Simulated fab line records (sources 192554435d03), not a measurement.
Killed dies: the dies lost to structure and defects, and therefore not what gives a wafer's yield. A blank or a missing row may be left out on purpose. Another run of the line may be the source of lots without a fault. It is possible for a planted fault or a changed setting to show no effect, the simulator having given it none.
fab line records + flow n5_finfet + part 1 of 2: steps 1 to 3 of 6
record
- lots=21
- wafers=63
- last_day=17
route steps=1938 shown MOL_CONTACT_COAG@530 BEOL_M0_SAQP@640
lots with no fault: from the same line, run without faults
start_h: hours from the record's first day to the start of the lot's first wafer shown + wait_h: time in hours since the lot's previous step + " unchanged from the row above + L1.1+2: a row that stands for several wafers + - either no value or no given start + * or withheld: withheld + < > ~ a bound
route shown NAME@n: names a module that has steps shown in the file, with the first one's number in the route + usual: mean and standard deviation over wafers with no fault + same: alike in all rows + chamber/n: place in a boat + sites: readings site by site + _std_site: their standard deviation + _edge_site: mean of outer sites minus mean of inner sites + radius_mm: for every site, how far away it sits from the centre of the wafer + mask NAME#n: copy n + behind: the most recent tool/chamber to have shaped the wafer + hold: why the lot was held/for how many hours/how that ended + device: the transistor (n, p or np) that didn't switch + end of line: tests run on the same wafers once the route is complete + for a step that has no rows: nothing shown but its recipe + killed: the dies lost at the first sort to structure and to defects; this is not the yield of the wafer + map: dies across one wafer; x = killed, . = not, _ = none there
set.NAME: the setting the step ran with; set.NAME@STEP: the setting that earlier step ran with + model.NAME: the simulator's own value behind a step, which no gauge read
steps of the route over a sample of lots; a table a step, a row a wafer
services: from which hour (start_h, from the record's first day; less than 0 if before it) a tool's chamber was out of use, for how many hours, and why
## steps
# step N5_MOL_CONTACT_COAG_ETCH_59
# recipe
- chemistry=N2/H2
- target=underlayer
- target_depth_a=130
- mask_material=CAR-EUV
- time_s=10.4
- ion_energy_ev=200
- pressure_mtorr=30
- source_w=840
- bias_w=150
- n2_flow_sccm=200
- h2_flow_sccm=200
- ends=cleared
# usual
- drypump_motor_current_A=5.7/0.33
- etch_rf_on_time_s=10.35/0.13
- h2_flow_sccm=200.1/0.63
- n2_flow_sccm=200.0/0.61
- oes_product_au=0.70/0.08
- rf_vpp_V=525.2/2.2
- showerhead_plenum_p_Torr=2.59/0.07
- throttle_valve_pct=17.68/0.28
| lot.wafer | tool        | chamber | start_h | wait_h | drypump_motor_current_A | etch_rf_on_time_s | h2_flow_sccm | n2_flow_sccm | oes_product_au | rf_hours_counter_h | rf_vpp_V | showerhead_plenum_p_Torr | throttle_valve_pct |
|-----------|-------------|---------|---------|--------|-------------------------|-------------------|--------------|--------------|----------------|--------------------|----------|--------------------------|--------------------|
| L074.2    | rie_diel-04 | 0       | 93.60   | 0.0    | 5.5                     | 10.49             | 199.6        | 200.3        | 0.78           | 18                 | 526.0    | 2.59                     | 17.59              |
| L074.3    | "           | 3       | "       | "      | 5.6                     | 10.50             | 200.9        | 199.5        | 0.60           | 233                | 524.6    | 2.61                     | 17.84              |
| L074.4    | "           | 2       | "       | "      | 5.9                     | 10.32             | 200.3        | 199.6        | 0.72           | 59                 | 525.8    | 2.58                     | 18.00              |
| L076.3    | rie_diel-05 | 0       | 101.58  | 0.0    | 5.1                     | 10.34             | 200.6        | 200.3        | 0.61           | 247                | 521.5    | 2.40                     | 18.29              |
| L076.5    | "           | 2       | "       | "      | 5.8                     | 10.49             | 201.0        | 200.4        | 0.59           | -                  | 524.9    | 2.61                     | 17.57              |
| L076.6    | "           | 3       | "       | "      | 5.9                     | 10.35             | 200.4        | 200.5        | 0.59           | -                  | 522.7    | 2.52                     | 17.97              |
| L077.2    | rie_diel-05 | 3       | 105.41  | 0.0    | 5.9                     | 10.54             | 199.9        | 199.7        | 0.58           | 211                | 521.8    | 2.52                     | 17.96              |
| L077.3    | "           | 0       | "       | "      | 5.1                     | 10.34             | 200.4        | 200.6        | 0.60           | 248                | 521.6    | 2.40                     | 18.27              |
| L077.4    | "           | 3       | "       | "      | 5.9                     | 10.56             | 200.2        | 200.8        | 0.58           | -                  | 521.3    | 2.52                     | 17.99              |
| L078.1    | rie_diel-04 | 0       | 112.20  | 0.0    | 5.4                     | 10.33             | 199.9        | 200.7        | 0.78           | 26                 | 525.1    | 2.59                     | 17.57              |
| L078.4    | "           | 0       | "       | "      | 5.4                     | 10.31             | 200.0        | 199.9        | 0.77           | -                  | 524.9    | 2.59                     | 17.60              |
| L078.5    | "           | 2       | "       | "      | 5.9                     | 10.25             | 200.4        | 200.6        | 0.72           | -                  | 525.2    | 2.58                     | 18.02              |
| L079.1    | rie_diel-04 | 1       | 119.10  | 0.0    | 6.0                     | 10.31             | 200.1        | 200.8        | 0.76           | 35                 | 525.2    | 2.60                     | 17.36              |
| L079.4    | "           | 2       | "       | "      | 5.9                     | 10.40             | 200.5        | 200.4        | 0.71           | 69                 | 525.5    | 2.58                     | 18.03              |
| L079.6    | "           | 2       | "       | "      | 5.9                     | 10.37             | 200.8        | 199.7        | 0.71           | -                  | 523.9    | 2.58                     | 18.03              |
| L080.3    | rie_diel-05 | 1       | 123.87  | 0.0    | 5.7                     | 10.32             | 200.4        | 200.5        | 0.65           | 115                | 529.1    | 2.67                     | 17.59              |
| L080.4    | "           | 2       | "       | "      | 5.8                     | 10.40             | 199.5        | 199.7        | 0.82           | -                  | 524.3    | 2.61                     | 17.16              |
| L080.5    | "           | 3       | "       | "      | 5.9                     | 10.55             | 199.5        | 199.3        | 0.58           | -                  | 525.2    | 2.52                     | 17.99              |
| L082.1    | rie_diel-06 | 0       | 138.51  | 0.0    | 5.9                     | 10.37             | 199.5        | 200.0        | 0.64           | 140                | 523.6    | 2.55                     | 17.65              |
| L082.4    | "           | 1       | "       | "      | 6.4                     | 10.28             | 200.0        | 199.1        | 0.75           | 55                 | 528.3    | 2.70                     | 17.74              |
| L082.6    | "           | 3       | "       | "      | 6.6                     | 10.34             | 200.5        | 200.3        | 0.59           | -                  | 518.2    | 2.41                     | 17.60              |
| L083.1    | rie_diel-04 | 1       | 142.52  | 0.0    | 6.0                     | 10.27             | 199.5        | 200.6        | 0.75           | 45                 | 526.3    | 2.59                     | 17.37              |
| L083.4    | "           | 0       | "       | "      | 5.5                     | 10.47             | 199.9        | 199.8        | 0.75           | -                  | 524.8    | 2.58                     | 17.62              |
| L083.5    | "           | 1       | "       | "      | 6.0                     | 10.18             | 199.9        | 200.5        | 0.75           | -                  | 523.5    | 2.59                     | 17.38              |
| L084.1    | rie_diel-05 | 2       | 151.40  | 0.0    | 5.8                     | 10.42             | 200.7        | 200.8        | 0.80           | 12                 | 526.9    | 2.60                     | 17.16              |
| L084.2    | "           | 3       | "       | "      | 5.9                     | 10.59             | 200.2        | 200.3        | 0.57           | 233                | 522.1    | 2.51                     | 18.01              |
| L084.6    | "           | 0       | "       | "      | 5.1                     | 10.42             | 199.3        | 199.8        | 0.79           | -                  | 530.5    | 2.72                     | 17.85              |
| L085.3    | rie_diel-04 | 1       | 153.19  | 0.0    | 6.0                     | 10.16             | 200.4        | 199.7        | 0.74           | 50                 | 525.9    | 2.59                     | 17.39              |
| L085.5    | "           | 0       | "       | "      | 5.4                     | 10.30             | 200.1        | 198.8        | 0.75           | -                  | 523.1    | 2.58                     | 17.60              |
| L085.6    | "           | 2       | "       | "      | 5.9                     | 10.23             | 199.9        | 200.3        | 0.70           | -                  | 524.7    | 2.57                     | 18.04              |
| L086.1    | rie_diel-05 | 2       | 165.27  | 0.0    | 5.8                     | 10.39             | 199.7        | 199.8        | 0.78           | 17                 | 527.0    | 2.60                     | 17.17              |
| L086.5    | "           | 2       | "       | "      | 5.8                     | 10.35             | 199.7        | 199.7        | 0.78           | -                  | 524.6    | 2.60                     | 17.18              |
| L086.6    | "           | 3       | "       | "      | 5.9                     | 10.69             | 200.5        | 200.4        | 0.56           | -                  | 523.5    | 2.51                     | 18.02              |
| L087.1    | rie_diel-04 | 2       | 166.68  | 0.0    | 5.9                     | 10.21             | 200.1        | 199.8        | 0.70           | 89                 | 524.8    | 2.57                     | 18.07              |
| L087.2    | "           | 3       | "       | "      | 5.6                     | 10.05             | 199.6        | 199.7        | 0.82           | 4                  | 524.2    | 2.60                     | 17.44              |
| L087.3    | "           | 0       | "       | "      | 5.4                     | 10.44             | 200.1        | 200.0        | 0.74           | 48                 | 523.1    | 2.58                     | 17.63              |
| L088.2    | rie_diel-04 | 0       | 175.45  | 0.0    | 5.4                     | 10.32             | 198.5        | 201.1        | 0.74           | 50                 | 525.4    | 2.58                     | 17.62              |
| L088.5    | "           | 0       | "       | "      | 5.4                     | 10.28             | 200.0        | 200.4        | 0.75           | -                  | 525.5    | 2.58                     | 17.62              |
| L088.6    | "           | 3       | "       | "      | 5.6                     | 10.10             | 198.7        | 200.7        | 0.83           | -                  | 526.0    | 2.60                     | 17.43              |
| L089.1    | rie_diel-05 | 2       | 177.18  | 0.0    | 5.8                     | 10.42             | 199.9        | 199.4        | 0.79           | 20                 | 525.6    | 2.60                     | 17.19              |
| L089.4    | "           | 0       | "       | "      | 5.0                     | 10.38             | 200.0        | 200.5        | 0.78           | 14                 | 527.9    | 2.72                     | 17.85              |
| L089.6    | "           | 1       | "       | "      | 5.7                     | 10.39             | 199.4        | 199.9        | 0.63           | -                  | 527.8    | 2.66                     | 17.63              |
| L090.2    | rie_diel-05 | 1       | 182.91  | 0.0    | 5.7                     | 10.35             | 200.1        | 199.8        | 0.63           | 138                | 526.7    | 2.66                     | 17.63              |
| L090.3    | "           | 2       | "       | "      | 5.8                     | 10.37             | 200.3        | 200.9        | 0.77           | 22                 | 525.6    | 2.60                     | 17.19              |
| L090.6    | "           | 0       | "       | "      | 5.1                     | 10.36             | 200.4        | 199.5        | 0.77           | -                  | 530.1    | 2.72                     | 17.87              |
| L091.1    | rie_diel-05 | 3       | 190.41  | 0.0    | 5.9                     | 10.59             | 199.5        | 200.1        | 0.57           | 246                | 522.2    | 2.51                     | 18.04              |
| L091.2    | "           | 1       | "       | "      | 5.7                     | 10.34             | 200.5        | 199.7        | 0.63           | 140                | 526.4    | 2.66                     | 17.62              |
| L091.3    | "           | 0       | "       | "      | 5.1                     | 10.29             | 201.1        | 200.7        | 0.78           | 19                 | 527.8    | 2.71                     | 17.86              |
| L092.2    | rie_diel-04 | 2       | 199.49  | 0.0    | 6.0                     | 10.34             | 198.7        | 200.3        | 0.69           | 100                | 524.2    | 2.57                     | 18.07              |
| L092.4    | "           | 1       | "       | "      | 6.0                     | 10.30             | 200.0        | 200.7        | 0.72           | -                  | 524.8    | 2.58                     | 17.41              |
| L092.5    | "           | 2       | "       | "      | 5.9                     | 10.31             | 198.7        | 199.2        | 0.68           | -                  | 525.1    | 2.57                     | 18.08              |
| L093.1    | rie_diel-04 | 0       | 205.24  | 0.0    | 5.4                     | 10.40             | 199.8        | 200.6        | 0.73           | 56                 | 525.7    | 2.58                     | 17.64              |
| L093.5    | "           | 0       | "       | "      | 5.4                     | 10.49             | 200.6        | 200.4        | 0.72           | -                  | 524.1    | 2.57                     | 17.65              |
| L093.6    | "           | 3       | "       | "      | 5.6                     | 10.06             | 201.0        | 200.1        | 0.79           | -                  | 527.3    | 2.60                     | 17.47              |
| L094.1    | rie_diel-04 | 3       | 210.69  | 0.0    | 5.6                     | 10.18             | 199.7        | 200.0        | 0.78           | 19                 | 525.9    | 2.60                     | 17.46              |
| L094.3    | "           | 2       | "       | "      | 5.9                     | 10.40             | 200.0        | 200.1        | 0.68           | 104                | 525.0    | 2.57                     | 18.07              |
| L094.4    | "           | 0       | "       | "      | 5.4                     | 10.41             | 200.6        | 199.0        | 0.73           | 59                 | 523.9    | 2.57                     | 17.64              |
| L096.1    | rie_diel-05 | 1       | 224.86  | 0.0    | 5.6                     | 10.38             | 200.0        | 199.9        | 0.62           | 154                | 525.9    | 2.65                     | 17.67              |
| L096.3    | "           | 2       | "       | "      | 5.8                     | 10.39             | 200.2        | 199.7        | 0.74           | 39                 | 526.7    | 2.59                     | 17.22              |
| L096.6    | "           | 1       | "       | "      | 5.7                     | 10.53             | 199.6        | 200.3        | 0.62           | -                  | 526.9    | 2.65                     | 17.67              |
| L097.3    | rie_diel-05 | 1       | 225.46  | 0.0    | 5.6                     | 10.38             | 201.1        | 201.2        | 0.62           | 155                | 528.8    | 2.65                     | 17.65              |
| L097.4    | "           | 0       | "       | "      | 5.1                     | 10.33             | 200.4        | 200.2        | 0.74           | -                  | 529.1    | 2.71                     | 17.89              |
| L097.6    | "           | 1       | "       | "      | 5.6                     | 10.30             | 200.8        | 201.4        | 0.62           | -                  | 526.3    | 2.65                     | 17.67              |
# step N5_MOL_CONTACT_COAG_ETCH_105
# recipe
- chemistry=CF4
- target=SiARC
- target_depth_a=156
- mask_material=CAR-EUV
- time_s=26
- ion_energy_ev=80
- pressure_mtorr=40
- source_w=545
- bias_w=36
- Ar_flow_sccm=100
- cf4_flow_sccm=100
- ends=cleared
# usual
- cf4_flow_sccm=99.98/0.28
- drypump_motor_current_A=5.7/0.33
- etch_rf_on_time_s=25.9/0.34
- oes_product_au=0.70/0.081
- rf_vpp_V=184.6/1.1
- showerhead_plenum_p_Torr=2.18/0.056
- throttle_valve_pct=15.46/0.24
| lot.wafer | tool        | chamber | start_h | wait_h | cf4_flow_sccm | drypump_motor_current_A | etch_rf_on_time_s | oes_product_au | rf_hours_counter_h | rf_vpp_V | showerhead_plenum_p_Torr | throttle_valve_pct |
|-----------|-------------|---------|---------|--------|---------------|-------------------------|-------------------|----------------|--------------------|----------|--------------------------|--------------------|
| L074.2    | rie_diel-04 | 0       | 93.62   | 0.0    | 99.81         | 5.4                     | 26.2              | 0.79           | 18                 | 184.2    | 2.19                     | 15.42              |
| L074.3    | "           | 3       | "       | "      | 99.64         | 5.6                     | 25.9              | 0.59           | 233                | 184.4    | 2.20                     | 15.64              |
| L074.4    | "           | 2       | "       | "      | 100.10        | 5.9                     | 25.7              | 0.73           | 59                 | 184.5    | 2.17                     | 15.65              |
| L076.3    | rie_diel-05 | 0       | 101.60  | 0.0    | 99.72         | 5.1                     | 26.1              | 0.59           | 247                | 181.0    | 2.03                     | 15.97              |
| L076.5    | "           | 2       | "       | "      | 100.38        | 5.8                     | 26.2              | 0.59           | -                  | 185.5    | 2.19                     | 15.48              |
| L076.6    | "           | 3       | "       | "      | 100.00        | 5.9                     | 26.0              | 0.58           | -                  | 183.7    | 2.12                     | 15.76              |
| L077.2    | rie_diel-05 | 3       | 105.43  | 0.0    | 99.21         | 5.9                     | 26.5              | 0.58           | 211                | 184.4    | 2.12                     | 15.75              |
| L077.3    | "           | 0       | "       | "      | 99.89         | 5.1                     | 26.7              | 0.59           | 248                | 183.6    | 2.02                     | 15.98              |
| L077.4    | "           | 3       | "       | "      | 99.63         | 5.9                     | 26.7              | 0.58           | -                  | 183.4    | 2.12                     | 15.75              |
| L078.1    | rie_diel-04 | 0       | 112.22  | 0.0    | 99.81         | 5.4                     | 26.1              | 0.77           | 26                 | 184.9    | 2.19                     | 15.45              |
| L078.4    | "           | 0       | "       | "      | 99.63         | 5.4                     | 25.9              | 0.77           | -                  | 184.4    | 2.19                     | 15.48              |
| L078.5    | "           | 2       | "       | "      | 100.24        | 5.9                     | 25.7              | 0.72           | -                  | 183.8    | 2.17                     | 15.68              |
| L079.1    | rie_diel-04 | 1       | 119.12  | 0.0    | 99.70         | 6.0                     | 25.8              | 0.76           | 35                 | 185.0    | 2.19                     | 15.16              |
| L079.4    | "           | 2       | "       | "      | 99.95         | 5.9                     | 25.7              | 0.72           | 69                 | 186.8    | 2.17                     | 15.68              |
| L079.6    | "           | 2       | "       | "      | 99.65         | 5.9                     | 25.7              | 0.71           | -                  | 184.2    | 2.17                     | 15.68              |
| L080.3    | rie_diel-05 | 1       | 123.89  | 0.0    | 99.43         | 5.6                     | 25.9              | 0.65           | 115                | 185.2    | 2.24                     | 15.39              |
| L080.4    | "           | 2       | "       | "      | 100.37        | 5.8                     | 25.8              | 0.83           | -                  | 184.1    | 2.19                     | 14.97              |
| L080.5    | "           | 3       | "       | "      | 99.84         | 5.9                     | 26.5              | 0.58           | -                  | 182.7    | 2.12                     | 15.77              |
| L082.1    | rie_diel-06 | 0       | 138.53  | 0.0    | 100.00        | 5.9                     | 26.3              | 0.64           | 140                | 183.8    | 2.14                     | 15.43              |
| L082.4    | "           | 1       | "       | "      | 99.86         | 6.4                     | 26.2              | 0.75           | 55                 | 185.8    | 2.26                     | 15.47              |
| L082.6    | "           | 3       | "       | "      | 99.68         | 6.6                     | 25.9              | 0.59           | -                  | 182.6    | 2.03                     | 15.35              |
| L083.1    | rie_diel-04 | 1       | 142.54  | 0.0    | 100.42        | 6.0                     | 25.5              | 0.75           | 45                 | 185.1    | 2.18                     | 15.20              |
| L083.4    | "           | 0       | "       | "      | 99.89         | 5.4                     | 25.9              | 0.75           | -                  | 184.6    | 2.18                     | 15.47              |
| L083.5    | "           | 1       | "       | "      | 100.10        | 6.0                     | 25.4              | 0.75           | -                  | 185.9    | 2.18                     | 15.19              |
| L084.1    | rie_diel-05 | 2       | 151.42  | 0.0    | 99.93         | 5.8                     | 25.8              | 0.80           | 12                 | 184.8    | 2.18                     | 15.01              |
| L084.2    | "           | 3       | "       | "      | 100.18        | 5.9                     | 26.7              | 0.56           | 233                | 183.5    | 2.11                     | 15.79              |
| L084.6    | "           | 0       | "       | "      | 100.24        | 5.1                     | 25.5              | 0.81           | -                  | 185.3    | 2.28                     | 15.49              |
| L085.3    | rie_diel-04 | 1       | 153.21  | 0.0    | 99.44         | 6.0                     | 25.9              | 0.74           | 50                 | 184.1    | 2.18                     | 15.20              |
| L085.5    | "           | 0       | "       | "      | 100.03        | 5.4                     | 26.2              | 0.75           | -                  | 182.7    | 2.18                     | 15.48              |
| L085.6    | "           | 2       | "       | "      | 100.20        | 5.9                     | 25.7              | 0.70           | -                  | 185.7    | 2.16                     | 15.70              |
| L086.1    | rie_diel-05 | 2       | 165.29  | 0.0    | 100.12        | 5.8                     | 25.6              | 0.80           | 17                 | 183.9    | 2.18                     | 14.99              |
| L086.5    | "           | 2       | "       | "      | 99.89         | 5.8                     | 25.7              | 0.79           | -                  | 184.6    | 2.18                     | 15.00              |
| L086.6    | "           | 3       | "       | "      | 100.22        | 5.9                     | 26.4              | 0.57           | -                  | 184.7    | 2.11                     | 15.81              |
| L087.1    | rie_diel-04 | 2       | 166.70  | 0.0    | 99.89         | 5.9                     | 25.7              | 0.70           | 89                 | 182.6    | 2.16                     | 15.73              |
| L087.2    | "           | 3       | "       | "      | 100.08        | 5.6                     | 25.4              | 0.83           | 4                  | 186.0    | 2.19                     | 15.18              |
| L087.3    | "           | 0       | "       | "      | 99.71         | 5.4                     | 26.0              | 0.75           | 48                 | 183.6    | 2.18                     | 15.49              |
| L088.2    | rie_diel-04 | 0       | 175.47  | 0.0    | 100.17        | 5.4                     | 25.9              | 0.74           | 50                 | 184.2    | 2.18                     | 15.50              |
| L088.5    | "           | 0       | "       | "      | 99.89         | 5.4                     | 26.1              | 0.74           | -                  | 183.8    | 2.18                     | 15.51              |
| L088.6    | "           | 3       | "       | "      | 100.17        | 5.6                     | 25.2              | 0.83           | -                  | 184.8    | 2.19                     | 15.20              |
| L089.1    | rie_diel-05 | 2       | 177.20  | 0.0    | 100.03        | 5.8                     | 25.9              | 0.78           | 20                 | 184.7    | 2.18                     | 15.01              |
| L089.4    | "           | 0       | "       | "      | 99.74         | 5.1                     | 26.0              | 0.78           | 14                 | 186.8    | 2.27                     | 15.51              |
| L089.6    | "           | 1       | "       | "      | 99.62         | 5.7                     | 26.2              | 0.64           | -                  | 185.0    | 2.23                     | 15.43              |
| L090.2    | rie_diel-05 | 1       | 182.93  | 0.0    | 100.23        | 5.7                     | 25.8              | 0.64           | 138                | 184.5    | 2.23                     | 15.42              |
| L090.3    | "           | 2       | "       | "      | 100.01        | 5.8                     | 25.9              | 0.78           | 22                 | 184.9    | 2.18                     | 15.00              |
| L090.6    | "           | 0       | "       | "      | 100.22        | 5.1                     | 25.5              | 0.78           | -                  | 185.3    | 2.27                     | 15.53              |
| L091.1    | rie_diel-05 | 3       | 190.43  | 0.0    | 100.42        | 5.9                     | 26.8              | 0.56           | 246                | 183.0    | 2.11                     | 15.82              |
| L091.2    | "           | 1       | "       | "      | 100.54        | 5.6                     | 26.0              | 0.63           | 140                | 184.6    | 2.23                     | 15.44              |
| L091.3    | "           | 0       | "       | "      | 99.88         | 5.1                     | 25.8              | 0.77           | 19                 | 185.3    | 2.27                     | 15.53              |
| L092.2    | rie_diel-04 | 2       | 199.51  | 0.0    | 99.82         | 5.9                     | 26.0              | 0.68           | 100                | 184.9    | 2.16                     | 15.75              |
| L092.4    | "           | 1       | "       | "      | 100.22        | 6.0                     | 25.6              | 0.72           | -                  | 184.4    | 2.18                     | 15.23              |
| L092.5    | "           | 2       | "       | "      | 99.81         | 5.9                     | 25.7              | 0.69           | -                  | 184.6    | 2.16                     | 15.73              |
| L093.1    | rie_diel-04 | 0       | 205.26  | 0.0    | 99.85         | 5.4                     | 26.4              | 0.72           | 56                 | 184.0    | 2.18                     | 15.51              |
| L093.5    | "           | 0       | "       | "      | 100.33        | 5.4                     | 26.0              | 0.73           | -                  | 186.3    | 2.18                     | 15.51              |
| L093.6    | "           | 3       | "       | "      | 99.43         | 5.6                     | 25.5              | 0.79           | -                  | 184.6    | 2.18                     | 15.22              |
| L094.1    | rie_diel-04 | 3       | 210.71  | 0.0    | 100.07        | 5.6                     | 25.5              | 0.79           | 19                 | 186.8    | 2.18                     | 15.23              |
| L094.3    | "           | 2       | "       | "      | 100.01        | 5.9                     | 25.7              | 0.68           | 104                | 184.6    | 2.16                     | 15.76              |
| L094.4    | "           | 0       | "       | "      | 99.96         | 5.4                     | 26.2              | 0.72           | 59                 | 185.0    | 2.18                     | 15.53              |
| L096.1    | rie_diel-05 | 1       | 224.88  | 0.0    | 99.96         | 5.6                     | 26.0              | 0.63           | 155                | 184.5    | 2.23                     | 15.49              |
| L096.3    | "           | 2       | "       | "      | 99.65         | 5.8                     | 25.8              | 0.75           | 39                 | 183.9    | 2.18                     | 15.06              |
| L096.6    | "           | 1       | "       | "      | 99.66         | 5.6                     | 25.9              | 0.62           | -                  | 184.0    | 2.23                     | 15.46              |
| L097.3    | rie_diel-05 | 1       | 225.48  | 0.0    | 100.08        | 5.6                     | 26.3              | 0.62           | 155                | 185.1    | 2.23                     | 15.47              |
| L097.4    | "           | 0       | "       | "      | 100.02        | 5.1                     | 26.0              | 0.75           | -                  | 186.5    | 2.27                     | 15.54              |
| L097.6    | "           | 1       | "       | "      | 100.18        | 5.7                     | 26.2              | 0.62           | -                  | 185.5    | 2.23                     | 15.46              |
# step N5_MOL_CONTACT_COAG_ANNEAL_113
# recipe
- temp_c=400
- time_s=300
- ambient=H2/N2
# usual
- anneal_temp_c=400.00/0.25
- lamp_power_pct=2.76/0.074
- lamp_zone_2_pct=2.76/0.074
- wafer_temp_C_max=402.2/0.89
| lot.wafer | tool          | chamber | start_h | wait_h | anneal_temp_c | lamp_power_pct | lamp_zone_2_pct | wafer_temp_C_max |
|-----------|---------------|---------|---------|--------|---------------|----------------|-----------------|------------------|
| L074.2    | rtp_anneal-02 | 0       | 97.15   | 0.6    | 400.15        | 2.70           | 2.70            | 403.7            |
| L074.3    | "             | 0       | "       | "      | 400.10        | 2.70           | 2.70            | 402.3            |
| L074.4    | "             | 0       | "       | "      | 400.08        | 2.70           | 2.71            | 403.6            |
| L076.3    | rtp_anneal-01 | 0       | 106.36  | 0.6    | 400.08        | 2.85           | 2.85            | 401.5            |
| L076.5    | "             | 0       | "       | "      | 400.26        | 2.86           | 2.85            | 402.0            |
| L076.6    | "             | 0       | "       | "      | 399.42        | 2.85           | 2.85            | 401.5            |
| L077.2    | rtp_anneal-02 | 0       | 109.66  | 0.7    | 400.18        | 2.71           | 2.70            | 403.3            |
| L077.3    | "             | 0       | "       | "      | 399.93        | 2.70           | 2.70            | 403.6            |
| L077.4    | "             | 0       | "       | "      | 399.97        | 2.70           | 2.71            | 402.5            |
| L078.1    | rtp_anneal-02 | 0       | 114.82  | 0.3    | 400.73        | 2.70           | 2.70            | 402.0            |
| L078.4    | "             | 0       | "       | "      | 400.61        | 2.70           | 2.70            | 402.4            |
| L078.5    | "             | 0       | "       | "      | 400.48        | 2.70           | 2.71            | 403.2            |
| L079.1    | rtp_anneal-01 | 0       | 121.91  | 0.6    | 400.03        | 2.85           | 2.85            | 400.4            |
| L079.4    | "             | 0       | "       | "      | 399.89        | 2.85           | 2.85            | 400.9            |
| L079.6    | "             | 0       | "       | "      | 400.25        | 2.85           | 2.85            | 401.2            |
| L080.3    | rtp_anneal-01 | 0       | 126.75  | 0.6    | 400.08        | 2.85           | 2.85            | 401.3            |
| L080.4    | "             | 0       | "       | "      | 400.30        | 2.85           | 2.85            | 401.3            |
| L080.5    | "             | 0       | "       | "      | 400.21        | 2.85           | 2.85            | 401.2            |
| L082.1    | rtp_anneal-01 | 0       | 142.17  | 0.3    | 400.21        | 2.86           | 2.85            | 400.8            |
| L082.4    | "             | 0       | "       | "      | 400.02        | 2.85           | 2.85            | 400.6            |
| L082.6    | "             | 0       | "       | "      | 400.03        | 2.86           | 2.85            | 401.1            |
| L083.1    | rtp_anneal-01 | 0       | 147.23  | 0.5    | 399.84        | 2.85           | 2.85            | 401.2            |
| L083.4    | "             | 0       | "       | "      | 399.64        | 2.85           | 2.85            | 401.5            |
| L083.5    | "             | 0       | "       | "      | 399.78        | 2.85           | 2.85            | 401.4            |
| L084.1    | rtp_anneal-02 | 0       | 156.96  | 0.3    | 399.62        | 2.70           | 2.70            | 402.1            |
| L084.2    | "             | 0       | "       | "      | 399.93        | 2.70           | 2.70            | 403.0            |
| L084.6    | "             | 0       | "       | "      | 400.11        | 2.70           | 2.70            | 403.2            |
| L085.3    | rtp_anneal-02 | 0       | 158.43  | 0.7    | 399.91        | 2.70           | 2.71            | 402.9            |
| L085.5    | "             | 0       | "       | "      | 400.18        | 2.70           | 2.70            | 403.1            |
| L085.6    | "             | 0       | "       | "      | 400.01        | 2.70           | 2.70            | 403.0            |
| L086.1    | rtp_anneal-02 | 0       | 167.99  | 0.3    | 399.94        | 2.71           | 2.70            | 403.1            |
| L086.5    | "             | 0       | 169.19  | 1.2    | 400.08        | 2.70           | 2.70            | 402.9            |
| L086.6    | "             | 0       | "       | "      | 400.06        | 2.70           | 2.70            | 402.7            |
| L087.1    | rtp_anneal-01 | 0       | 169.58  | 0.5    | 400.30        | 2.85           | 2.85            | 400.5            |
| L087.2    | "             | 0       | "       | "      | 399.94        | 2.85           | 2.85            | 401.6            |
| L087.3    | "             | 0       | "       | "      | 399.86        | 2.85           | 2.85            | 401.6            |
| L088.2    | rtp_anneal-02 | 0       | 178.10  | 0.5    | 400.04        | 2.70           | 2.70            | 402.5            |
| L088.5    | "             | 0       | "       | "      | 399.71        | 2.70           | 2.70            | 401.8            |
| L088.6    | "             | 0       | "       | "      | 399.78        | 2.71           | 2.70            | 402.4            |
| L089.1    | rtp_anneal-01 | 0       | 180.62  | 0.3    | 400.37        | 2.85           | 2.86            | 401.3            |
| L089.4    | "             | 0       | "       | "      | 400.25        | 2.85           | 2.85            | 401.6            |
| L089.6    | "             | 0       | "       | "      | 400.24        | 2.86           | 2.85            | 401.4            |
| L090.2    | rtp_anneal-02 | 0       | 186.71  | 0.5    | 400.15        | 2.70           | 2.70            | 402.5            |
| L090.3    | "             | 0       | "       | "      | 400.00        | 2.71           | 2.70            | 402.7            |
| L090.6    | "             | 0       | "       | "      | 399.88        | 2.71           | 2.70            | 402.9            |
| L091.1    | rtp_anneal-01 | 0       | 194.61  | 0.4    | 400.21        | 2.85           | 2.85            | 401.1            |
| L091.2    | "             | 0       | "       | "      | 399.90        | 2.85           | 2.85            | 401.7            |
| L091.3    | "             | 0       | "       | "      | 400.25        | 2.85           | 2.85            | 401.1            |
| L092.2    | rtp_anneal-01 | 0       | 204.23  | 0.5    | 399.83        | 2.85           | 2.85            | 401.5            |
| L092.4    | "             | 0       | "       | "      | 399.97        | 2.85           | 2.85            | 401.0            |
| L092.5    | "             | 0       | "       | "      | 399.72        | 2.85           | 2.85            | 401.8            |
| L093.1    | rtp_anneal-02 | 0       | 210.55  | 0.3    | 400.19        | 2.70           | 2.70            | 403.6            |
| L093.5    | "             | 0       | "       | "      | 400.13        | 2.70           | 2.70            | 403.0            |
| L093.6    | "             | 0       | "       | "      | 400.25        | 2.70           | 2.70            | 403.3            |
| L094.1    | rtp_anneal-01 | 0       | 214.60  | 0.3    | 399.89        | 2.85           | 2.85            | 401.0            |
| L094.3    | "             | 0       | "       | "      | 399.61        | 2.85           | 2.85            | 401.2            |
| L094.4    | "             | 0       | "       | "      | 399.84        | 2.85           | 2.85            | 401.1            |
| L096.1    | rtp_anneal-02 | 0       | 229.92  | 0.3    | 399.45        | 2.71           | 2.70            | 403.1            |
| L096.3    | "             | 0       | "       | "      | 399.88        | 2.70           | 2.69            | 402.4            |
| L096.6    | "             | 0       | "       | "      | 399.82        | 2.70           | 2.70            | 402.9            |
| L097.3    | rtp_anneal-02 | 0       | 231.22  | 0.6    | 400.07        | 2.70           | 2.70            | 401.9            |
| L097.4    | "             | 0       | "       | "      | 399.87        | 2.70           | 2.70            | 402.4            |
| L097.6    | "             | 0       | "       | "      | 400.53        | 2.70           | 2.70            | 402.0            |
